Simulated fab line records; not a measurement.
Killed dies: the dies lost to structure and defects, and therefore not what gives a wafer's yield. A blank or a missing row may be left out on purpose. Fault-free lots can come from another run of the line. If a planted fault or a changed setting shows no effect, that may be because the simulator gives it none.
Matching of chambers || flow n5Finfet || rieDiel-02 running N5_BEOL_M12_ETCH_59: 4 sister chambers
The step etches BARC in N2/H2, target depth 89 nm, overetch 26.7 nm, time 67.9 s. 4 wafers are shown with their chamber, then 9 later ones without.

## EACH WAFER AND ITS CHAMBER
{"wafer": "L084.2", "chamber": 2, "showerheadPlenumPTorr (Torr)": 2.47}
{"wafer": "L086.1", "chamber": 3, "showerheadPlenumPTorr (Torr)": 2.44}
{"wafer": "L086.4", "chamber": 1, "showerheadPlenumPTorr (Torr)": 2.63}
{"wafer": "L086.6", "chamber": 0, "showerheadPlenumPTorr (Torr)": 2.32}

## WAFERS WHOSE CHAMBER IS MISSING
{"wafer": "L087.1", "showerheadPlenumPTorr (Torr)": 2.32}
{"wafer": "L087.4", "showerheadPlenumPTorr (Torr)": 2.44}
{"wafer": "L087.5", "showerheadPlenumPTorr (Torr)": 2.32}
{"wafer": "L094.1", "showerheadPlenumPTorr (Torr)": 2.44}
{"wafer": "L094.5", "showerheadPlenumPTorr (Torr)": 2.32}
{"wafer": "L094.6", "showerheadPlenumPTorr (Torr)": 2.44}
{"wafer": "L093.1", "showerheadPlenumPTorr (Torr)": 2.31}
{"wafer": "L093.4", "showerheadPlenumPTorr (Torr)": 2.32}
{"wafer": "L093.5", "showerheadPlenumPTorr (Torr)": 2.46}

## WHICH CHAMBER EACH WENT THROUGH
{"wafer": "L087.1", "from the rows above": 0, "in truth": 0}
{"wafer": "L087.4", "from the rows above": 3, "in truth": 3}
{"wafer": "L087.5", "from the rows above": 0, "in truth": 0}
{"wafer": "L094.1", "from the rows above": 3, "in truth": 3}
{"wafer": "L094.5", "from the rows above": 0, "in truth": 0}
{"wafer": "L094.6", "from the rows above": 3, "in truth": 3}
{"wafer": "L093.1", "from the rows above": 0, "in truth": 0}
{"wafer": "L093.4", "from the rows above": 0, "in truth": 0}
{"wafer": "L093.5", "from the rows above": 2, "in truth": 2}
Placed correctly: 9 of 9. Number that these rows cannot place: 0. Number placed wrongly: 0.
How it was worked out, from the rows above alone: a wafer's distance from a chamber is the root of the sum, over the readings, of the square of ((its reading less the chamber's mean) divided by the reading's scatter). The wafer belongs to the nearest chamber; if the next one is less than 2 further off, it can't be placed. For every chamber, the mean is computed from those of its wafers that are shown. The scatter (one wafer shown for each chamber): square how far every hidden wafer sits from the nearest shown wafer, average those squares and take the square root.
